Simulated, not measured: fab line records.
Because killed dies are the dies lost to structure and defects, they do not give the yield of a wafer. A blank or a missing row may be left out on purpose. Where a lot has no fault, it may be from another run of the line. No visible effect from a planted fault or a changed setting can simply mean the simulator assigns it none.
Lot-split experiment	flow n5Finfet	39 wafers read across 7 lots, on a route 1938 steps long

ABOUT THE SPLIT
At N5_FIN_SAQP_HM_DEP_72 (deposits SiO2 from SiH4/N2O, target thk 12 nm, time 7.2 s), the setting targetThkA was moved away from the recipe's 120 angstrom on 15 of the 39 wafers read, by -49.1% to +57.6%. For the rest of the wafers, this setting stayed at what the recipe calls for.

FROM THE SPLIT TO THE READING: what the file shows between them, 4 steps
- N5_FIN_SAQP_COAT_49: time 60 s, resist thk 100 nm
- N5_FIN_SAQP_COAT_50: time 60 s, resist thk 35 nm
- N5_FIN_SAQP_ETCH_52: etches SOC in N2/H2, target depth 100 nm, overetch 20 nm, time 150 s
- N5_FIN_SAQP_STRIP_53: strips in N2/H2

THE READING
etch.depthNm (the simulator's own value, which no gauge read), in nm, at N5_FIN_SAQP_HM_OPEN_73 (chemistry CHF3/O2, target SiO2, stops on a-Si, target depth 12 nm, time 16.8 s). There is no usual value for it anywhere in the file. Here, 24 wafers ran the recipe; their average is 11.987 nm with a standard deviation of 0.14 nm.

wafer	tool, chamber at the split	targetThkA as run, angstrom	against the recipe	etch.depthNm, nm	against lot-mates on the recipe
L075.1	pecvd-02, 0	183.5	+52.9%	18.35	+6.273
L075.2	pecvd-02, 1	120	recipe	11.97	-
L075.3	pecvd-02, 2	120	recipe	12.15	-
L075.4	pecvd-02, 1	120	recipe	12.11	-
L075.5	pecvd-02, 2	183.5	+52.9%	18.67	+6.593
L075.6	pecvd-02, 0	183.5	+52.9%	18.62	+6.543
L076.1	pecvd-01, 2	120	recipe	12	-
L076.2	pecvd-01, 0	120	recipe	11.88	-
L076.3	pecvd-01, 0	120	recipe	11.82	-
L076.4	pecvd-01, 2	120	recipe	12.16	-
L076.5	pecvd-01, 2	120	recipe	12.01	-
L076.6	pecvd-01, 0	120	recipe	11.87	-
L079.1	pecvd-02, 1	120	recipe	11.85	-
L079.2	pecvd-02, 2	61.08	-49.1%	6.023	-5.877
L079.3	pecvd-02, 0	120	recipe	11.78	-
L079.4	pecvd-02, 0	61.08	-49.1%	6.362	-5.538
L079.5	pecvd-02, 2	61.08	-49.1%	6.224	-5.676
L079.6	pecvd-02, 1	120	recipe	12.07	-
L081.1	pecvd-01, 0	120	recipe	11.97	-
L081.2	pecvd-01, 2	120	recipe	12.03	-
L081.4	pecvd-01, 1	120	recipe	12.18	-
L086.1	pecvd-02, 2	120	recipe	12.12	-
L086.2	pecvd-02, 0	67.37	-43.9%	7.107	-5.063
L086.3	pecvd-02, 1	67.37	-43.9%	6.775	-5.395
L086.4	pecvd-02, 0	120	recipe	12.18	-
L086.5	pecvd-02, 1	120	recipe	12.21	-
L086.6	pecvd-02, 2	67.37	-43.9%	7.03	-5.140
L090.1	pecvd-04, 1	70.7	-41.1%	6.771	-5.112
L090.2	pecvd-04, 2	120	recipe	11.7	-
L090.3	pecvd-04, 0	70.7	-41.1%	6.842	-5.041
L090.4	pecvd-04, 2	120	recipe	12.03	-
L090.5	pecvd-04, 0	70.7	-41.1%	7.009	-4.874
L090.6	pecvd-04, 1	120	recipe	11.92	-
L096.1	pecvd-04, 1	189.1	+57.6%	18.37	+6.473
L096.2	pecvd-04, 0	189.1	+57.6%	18.45	+6.553
L096.3	pecvd-04, 2	189.1	+57.6%	18.66	+6.763
L096.4	pecvd-04, 0	120	recipe	11.91	-
L096.5	pecvd-04, 1	120	recipe	11.74	-
L096.6	pecvd-04, 2	120	recipe	12.04	-

FIT RESULTS
A straight line over all 39 wafers: etch.depthNm changes by +0.118 nm for each +1% of targetThkA; r = +1.00; the points scatter about the line by 0.21 nm.
The same after taking each lot's own level away (the mean of its wafers on the recipe; 39 wafers): +0.118 nm for each +1%; r = +1.00; scatter 0.16 nm.
On that fit, the largest move of targetThkA shifts the reading by 6.8 nm.
Across the lots, their own levels run from 11.8833 to 12.1700 nm, a range of 2.0 times the standard deviation given above.
Hence the lot-to-lot level has little effect on the slope; both slopes agree.
Check: with one of the wafers moved furthest among these (+57.6%) left out of the fit, the line predicts +6.85 nm for it against its lot-mates. Against them it came out at +6.47 nm.

THESE WAFERS: OTHER SPLITS
These wafers also went through other splits before the reading. Each is held against what the fit with the lots' levels taken away leaves over:
other split on the same wafers	wafers away from the commonest value	r with etch.depthNm (lot level and that fit taken away)
N5_ZERO_LAYER_DEVELOP_10 developTimeS	18	+0.17

THE WHOLE CHAIN: every reading that the file lists as answering this split, in the file's order
step	what it does	reading	change (the file's fit)	r (the file's)
N5_FIN_SAQP_HM_DEP_72	deposits SiO2 from SiH4/N2O, target thk 12 nm, time 7.2 s	SiO2_of_FIN_SAQP_HM_DEP_72.thkNm (the simulator's own value, which no gauge read)	+0.118 nm for each +1% of the setting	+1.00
N5_FIN_SAQP_HM_OPEN_73	chemistry CHF3/O2, target SiO2, stops on a-Si, target depth 12 nm, time 16.8 s	etch.depthNm (the simulator's own value, which no gauge read)	+0.118 nm for each +1% of the setting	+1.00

THE FILE'S OWN FIT
etch.depthNm changes by +0.118 nm for each +1% of targetThkA, r = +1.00.
